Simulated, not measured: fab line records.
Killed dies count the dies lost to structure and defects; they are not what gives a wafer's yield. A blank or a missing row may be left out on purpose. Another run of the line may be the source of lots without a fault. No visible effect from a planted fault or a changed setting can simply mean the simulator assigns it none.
Chamber matching    flow n5_finfet    ald_sin-01 running N5_BEOL_M0_SAQP_SPACER1_ALD_98: 4 sister chambers
The step deposits SiO2, target thk 12.8 nm, pulse time 1 s, purge time 2 s. 14 wafers are shown with their chamber, then 7 later ones without.

## WAFERS PAIRED WITH THEIR CHAMBERS
wafer   chamber  heater_power_outer_w (W)  heater_power_w (W)  precursor_pulse_height_rel
L074.3  3        232                       425                 0.974
L074.5  2        287                       542                 0.998
L074.6  1        244                       392                 0.994
L077.1  3        232                       422                 1.003
L077.4  1        242                       402                 1.004
L077.6  1        243                       417                 0.999
L078.1  3        228                       415                 1.002
L078.5  0        236                       410                 0.989
L078.6  3        230                       414                 1.007
L086.2  0        234                       418                 1.011
L086.3  1        246                       399                 0.966
L086.5  0        234                       424                 0.992
L093.1  3        228                       418                 0.990
L093.4  2        290                       533                 1.010

SIGNATURES (averages over the wafers above)
reading                     chamber 0  chamber 1  chamber 2  chamber 3  scatter within a chamber
heater_power_outer_w        234.67     243.75     288.50     230.00     1.79
heater_power_w              417.33     402.50     537.50     418.80     7.48
precursor_pulse_height_rel  0.99733    0.99075    1.00400    0.99520    0.014
Rule: for each reading, subtract the chamber's mean from the wafer's reading, divide by that reading's scatter and square the result; add these up over the readings and take the root, which gives the wafer's distance from the chamber. The wafer belongs to the nearest chamber; if the next one is less than 2 further off, it can't be placed. The scatter: the root of (the sum of the squares of (reading less its chamber's mean) over the shown wafers, divided by (wafers less chambers)).

## WAFERS WITH NO CHAMBER GIVEN
wafer   heater_power_outer_w (W)  heater_power_w (W)  precursor_pulse_height_rel
L093.6  246                       409                 0.989
L094.2  244                       428                 1.015
L094.4  242                       415                 0.983
L094.5  289                       530                 1.017
L097.1  239                       420                 0.990
L097.5  229                       418                 0.973
L097.6  293                       524                 0.965

## THE CHAMBER EACH PASSED THROUGH
wafer    from the rows above       in truth
L093.6   1                         1
L094.2   can't be placed: 1 or 0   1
L094.4   1                         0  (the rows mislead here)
L094.5   2                         2
L097.1   can't be placed: 0 or 1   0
L097.5   can't be placed: 3 or 0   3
L097.6   2                         2
Correctly placed: 3 of 7. Can't be placed from these rows: 3 (the true chamber is among the candidates in 3). Wrongly placed: 1.
